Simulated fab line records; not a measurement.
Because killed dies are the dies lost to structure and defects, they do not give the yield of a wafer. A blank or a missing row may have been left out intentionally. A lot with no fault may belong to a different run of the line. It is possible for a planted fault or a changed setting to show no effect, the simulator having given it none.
A single fault, viewed from 3 desks / flow n5Finfet / only its own numbers are on each desk; what lay behind them is given at the end

THE DEFECT DESK
Counts from the inspections along the route, per lot, as means over the sampled wafers that have a number. If a lot's mean is further than 4 standard deviations from the usual mean, the lot is out of limits and carries the mark OUT (the distance appears in the brackets).
Columns: A = rawDefectCount at N5_BEOL_M0_INSPECT_127, usual 69
lot=L328; first seen here=day 6 05:13; A=69
lot=L332; first seen here=day 7 01:59; A=98
lot=L333; first seen here=day 7 08:50; A=61
lot=L335; first seen here=day 7 14:20; A=58
lot=L338; first seen here=day 8 14:01; A=96
lot=L341; first seen here=day 11 12:29; A=59
lot=L348; first seen here=day 11 17:16; A=67
lot=L346; first seen here=day 11 17:23; A=114
lot=L351; first seen here=day 11 17:52; A=81
Result from this desk: across the 9 lots, nothing is out of limits.

TOOL OWNER'S DESK, rieDiel-02
The tool's own readings at N5_BEOL_M1_ETCH_64 (etches SOC in N2/H2, target depth 75 nm, overetch 15 nm, time 112.5 s): means of the sampled wafers that have a number, for each lot that ran on this tool. If a lot's mean is further than 4 standard deviations from the usual mean, the lot is out of limits and carries the mark OUT (the distance appears in the brackets). Shown are 7 of the 8 readings it has, namely the first that went out of limits plus those furthest out on some lot.
Columns: A = biasW at N5_BEOL_M1_ETCH_64, usual 150.0 W; B = drypumpMotorCurrentA at N5_BEOL_M1_ETCH_64, usual 5.8 A; C = oesProductAu at N5_BEOL_M1_ETCH_64, usual 0.61 a.u.; D = rfFwdPowerW at N5_BEOL_M1_ETCH_64, usual 837.0 W; E = rfVppV at N5_BEOL_M1_ETCH_64, usual 523.7 V; F = showerheadPlenumPTorr at N5_BEOL_M1_ETCH_64, usual 2.53 Torr; G = throttleValvePct at N5_BEOL_M1_ETCH_64, usual 17.80 %
lot=L332; first seen here=day 7 03:43; A=150.4; B=5.8; C=0.67; D=836.0; E=525.9; F=2.64; G=17.57
lot=L338; first seen here=day 8 15:13; A=149.7; B=6.4; C=0.60; D=836.1; E=524.3; F=2.54; G=17.61
lot=L348; first seen here=day 11 19:55; A=150.3; B=6.0; C=0.59; D=768.0 (-23) OUT; E=541.1 (+8.3) OUT; F=2.57; G=17.73
lot=L346; first seen here=day 11 20:09; A=149.9; B=6.0; C=0.62; D=770.5 (-22) OUT; E=542.8 (+9.1) OUT; F=2.58; G=17.64
Finding of this desk: L346, L348 out of limits; the first was L348 at day 11 19:55, on rfFwdPowerW at N5_BEOL_M1_ETCH_64. In limits: L332, L338.

AT THE METROLOGY DESK
Lot by lot, what the gauges showed, no matter which tool ran the lot: averages of those sampled wafers that carry a number. If a lot's mean is further than 4 standard deviations from the usual mean, the lot is out of limits and carries the mark OUT (the distance appears in the brackets). Readings shown: 7 of its 10, picked as those furthest out on some lot.
Columns: A = DIBL_P at N5_BEOL_M4_RC_MEAS_101, usual 36.5 mV/V; B = IOFF_N at N5_BEOL_M4_RC_MEAS_101, usual 0.16 nA/um; C = IOFF_P at N5_BEOL_M4_RC_MEAS_101, usual 0.22 nA/um; D = ION_P at N5_BEOL_M4_RC_MEAS_101, usual 465 uA/um; E = SS_N at N5_BEOL_M4_RC_MEAS_101, usual 71.5 mV/dec; F = SS_P at N5_BEOL_M4_RC_MEAS_101, usual 73.3 mV/dec; G = VT_N at N5_BEOL_M4_RC_MEAS_101, usual 250 mV
lot=L328; first seen here=day 8 02:34; A=38.0; B=0.18; C=0.25; D=471; E=71.7; F=73.2; G=249
lot=L332; first seen here=day 8 22:09; A=40.4; B=0.22; C=0.29; D=472; E=72.7; F=74.2; G=246
lot=L333; first seen here=day 9 03:23; A=36.0; B=0.16; C=0.20; D=463; E=71.8; F=73.4; G=249
lot=L335; first seen here=day 9 10:03; A=33.8; B=0.15; C=0.19; D=462; E=71.5; F=72.5; G=251
lot=L338; first seen here=day 10 07:47; A=36.5; B=0.16; C=0.21; D=460; E=71.4; F=73.4; G=247
lot=L341; first seen here=day 12 21:18; A=36.5; B=0.16; C=0.24; D=462; E=71.8; F=73.9; G=250
lot=L348; first seen here=day 13 20:59; A=35.9; B=0.17; C=0.23; D=470; E=71.8; F=73.4; G=247
lot=L346; first seen here=day 14 18:15; A=37.9; B=0.18; C=0.26; D=461; E=71.9; F=73.5; G=249
lot=L351; first seen here=day 14 20:30; A=37.5; B=0.16; C=0.22; D=474; E=71.1; F=73.6; G=250
Result from this desk: across the 9 lots, nothing is out of limits.

BROUGHT TOGETHER
The tool owner's desk had the chance to raise an alarm at day 11 19:55 on L346, L348.
Nothing the defect desk looked at was out of limits.
At the metrology desk, nothing out of limits was observed.
The defect desk has L346, L348 on record, within its limits.
The metrology desk holds a record of L346, L348, inside its limits.
Of the lots named, all ran N5_BEOL_M1_ETCH_64 on rieDiel-02.

WHAT HAD BEEN PUT IN BY THE SIMULATOR
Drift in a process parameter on rieDiel-02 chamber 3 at N5_BEOL_M1_ETCH_64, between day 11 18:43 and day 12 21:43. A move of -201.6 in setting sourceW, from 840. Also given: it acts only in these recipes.
Shown lots that were struck: L346, L348.
Delay in hours, fault start to first out-of-limits reading, by desk: the tool owner's desk at 1.
